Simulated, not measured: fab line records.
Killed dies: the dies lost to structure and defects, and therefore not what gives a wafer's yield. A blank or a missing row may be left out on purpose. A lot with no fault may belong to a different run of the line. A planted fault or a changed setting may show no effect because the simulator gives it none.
Tool commonality check + flow nand harc + 42 wafers sampled across 12 lots

== WHY THIS WAS OPENED ==
At NHARC_A_CHANNEL_HOLE_D1_INSPECT_40 the reading raw defect count is flagged on 2 of 12 lots. Fault-free wafers read 65, with a standard deviation of 21.
Rule: a lot gets a flag if all its wafers with a number sit over 4 standard deviations from that mean, or if no wafer of it has a number. The rest of the lots are taken to be sound.

| lot  | measured     | on                | raw defect count, wafer by wafer | flag    |
|------|--------------|-------------------|----------------------------------|---------|
| L448 | day 8 11:48  | defect inspect-02 | 44 44 48                         |         |
| L447 | day 8 12:01  | defect inspect-01 | 33 45 48                         |         |
| L450 | day 9 08:07  | defect inspect-02 | 63 52 67                         |         |
| L449 | day 9 12:08  | defect inspect-02 | 65 67 73                         |         |
| L451 | day 9 17:15  | defect inspect-01 | 58 60 42                         |         |
| L453 | day 10 07:30 | defect inspect-02 | 549 570 573 565 579 571          | FLAGGED |
| L456 | day 10 22:20 | defect inspect-01 | 531 576 575 529 585 565          | FLAGGED |
| L463 | day 12 22:40 | defect inspect-02 | 77 64 73                         |         |
| L465 | day 13 02:46 | defect inspect-01 | 109 81 66                        |         |
| L467 | day 13 06:56 | defect inspect-01 | 73 63 92                         |         |
| L469 | day 13 23:53 | defect inspect-01 | 58 37 28                         |         |
| L470 | day 14 11:34 | defect inspect-01 | 63 67 64                         |         |
On average the flagged lots' numbers are 564, which is +499 against the usual, or +24 standard deviations.

== WHICH TOOL RAN EACH LOT ==
The record holds 3 process steps before the reading, out of a route of 1159 steps. In each cell: the tool, then ch and the chambers that the sampled wafers went through, then the start.
| lot  | flag    | NHARC_A_CHANNEL_HOLE_D1_ETCH_23  | NHARC_A_CHANNEL_HOLE_D1_ETCH_24  | NHARC_A_CHANNEL_HOLE_D1_ETCH_25  |
|------|---------|----------------------------------|----------------------------------|----------------------------------|
| L448 |         | har etch-01 ch 0,1, day 8 07:32  | har etch-01 ch 0,1, day 8 08:13  | har etch-01 ch 0,1, day 8 09:00  |
| L447 |         | har etch-02 ch 0,1, day 8 07:43  | har etch-02 ch 0,1, day 8 08:25  | har etch-02 ch 0,1, day 8 09:11  |
| L450 |         | har etch-02 ch 0,1, day 9 03:49  | har etch-02 ch 0,1, day 9 04:31  | har etch-02 ch 0,1, day 9 05:18  |
| L449 |         | har etch-01 ch 0,1, day 9 07:52  | har etch-01 ch 0,1, day 9 08:34  | har etch-01 ch 0,1, day 9 09:20  |
| L451 |         | har etch-02 ch 0,1, day 9 13:14  | har etch-02 ch 0,1, day 9 13:56  | har etch-02 ch 0,1, day 9 14:44  |
| L453 | FLAGGED | har etch-02 ch 0,1, day 10 03:20 | har etch-02 ch 0,1, day 10 04:02 | har etch-02 ch 0,1, day 10 04:50 |
| L456 | FLAGGED | har etch-02 ch 0,1, day 10 18:04 | har etch-02 ch 0,1, day 10 18:46 | har etch-02 ch 0,1, day 10 19:32 |
| L463 |         | har etch-01 ch 0,1, day 12 18:21 | har etch-01 ch 0,1, day 12 19:03 | har etch-01 ch 0,1, day 12 19:49 |
| L465 |         | har etch-01 ch 0,1, day 12 22:31 | har etch-01 ch 0,1, day 12 23:13 | har etch-01 ch 0,1, day 12 23:58 |
| L467 |         | har etch-01 ch 0,1, day 13 02:40 | har etch-01 ch 0,1, day 13 03:22 | har etch-01 ch 0,1, day 13 04:08 |
| L469 |         | har etch-02 ch 0,1, day 13 19:37 | har etch-02 ch 0,1, day 13 20:19 | har etch-02 ch 0,1, day 13 21:04 |
| L470 |         | har etch-02 ch 0,1, day 14 07:26 | har etch-02 ch 0,1, day 14 08:08 | har etch-02 ch 0,1, day 14 08:55 |
These steps, and what they do:
- NHARC_A_CHANNEL_HOLE_D1_ETCH_23: etches the open film in C4F8/O2/Ar, time 819 s, target depth 1600 nm.
- NHARC_A_CHANNEL_HOLE_D1_ETCH_24: etches the open film in C4F8/O2/Ar, time 906.2 s, target depth 1500 nm.
- NHARC_A_CHANNEL_HOLE_D1_ETCH_25: etches the open film in C4F8/O2/Ar, time 1040.2 s, target depth 1500 nm.
- NHARC_A_CHANNEL_HOLE_D1_INSPECT_40

== FLAGGED AGAINST TOTAL, ONE TOOL AT A TIME (gauges that did the reading follow at the end) ==
| step                               | tool              | lots run | flagged | share of the flagged lots | sound lots run after its first flagged lot |
|------------------------------------|-------------------|----------|---------|---------------------------|--------------------------------------------|
| NHARC_A_CHANNEL_HOLE_D1_ETCH_23    | har etch-01       | 5        | 0       | none                      | -                                          |
| NHARC_A_CHANNEL_HOLE_D1_ETCH_23    | har etch-02       | 7        | 2       | all                       | 2 (L469,L470)                              |
| NHARC_A_CHANNEL_HOLE_D1_ETCH_24    | har etch-01       | 5        | 0       | none                      | -                                          |
| NHARC_A_CHANNEL_HOLE_D1_ETCH_24    | har etch-02       | 7        | 2       | all                       | 2 (L469,L470)                              |
| NHARC_A_CHANNEL_HOLE_D1_ETCH_25    | har etch-01       | 5        | 0       | none                      | -                                          |
| NHARC_A_CHANNEL_HOLE_D1_ETCH_25    | har etch-02       | 7        | 2       | all                       | 2 (L469,L470)                              |
| NHARC_A_CHANNEL_HOLE_D1_INSPECT_40 | defect inspect-01 | 7        | 1       | some                      | 4 (L465,L467,L469,L470)                    |
| NHARC_A_CHANNEL_HOLE_D1_INSPECT_40 | defect inspect-02 | 5        | 1       | some                      | 1 (L463)                                   |

== WHAT IS ALLOWED BY THE TABLE ==
har etch-02 at NHARC_A_CHANNEL_HOLE_D1_ETCH_23, har etch-02 at NHARC_A_CHANNEL_HOLE_D1_ETCH_24 and har etch-02 at NHARC_A_CHANNEL_HOLE_D1_ETCH_25: these 3 rows of the table ran every flagged lot.
- har etch-02 at NHARC_A_CHANNEL_HOLE_D1_ETCH_23: 2 of its 7 lots flagged. After the first flagged lot (L469, L470), sound lots still ran on it; a lasting fault on the whole tool would not permit that.
- har etch-02 at NHARC_A_CHANNEL_HOLE_D1_ETCH_24: 2 of its 7 lots flagged. After the first flagged lot (L469, L470), sound lots still ran on it; a lasting fault on the whole tool would not permit that.
- har etch-02 at NHARC_A_CHANNEL_HOLE_D1_ETCH_25: 2 of its 7 lots flagged. After the first flagged lot (L469, L470), sound lots still ran on it; a lasting fault on the whole tool would not permit that.
No row of the table ran every flagged lot and no sound lot after the first.

== WHAT THE SIMULATOR HAD INSERTED ==
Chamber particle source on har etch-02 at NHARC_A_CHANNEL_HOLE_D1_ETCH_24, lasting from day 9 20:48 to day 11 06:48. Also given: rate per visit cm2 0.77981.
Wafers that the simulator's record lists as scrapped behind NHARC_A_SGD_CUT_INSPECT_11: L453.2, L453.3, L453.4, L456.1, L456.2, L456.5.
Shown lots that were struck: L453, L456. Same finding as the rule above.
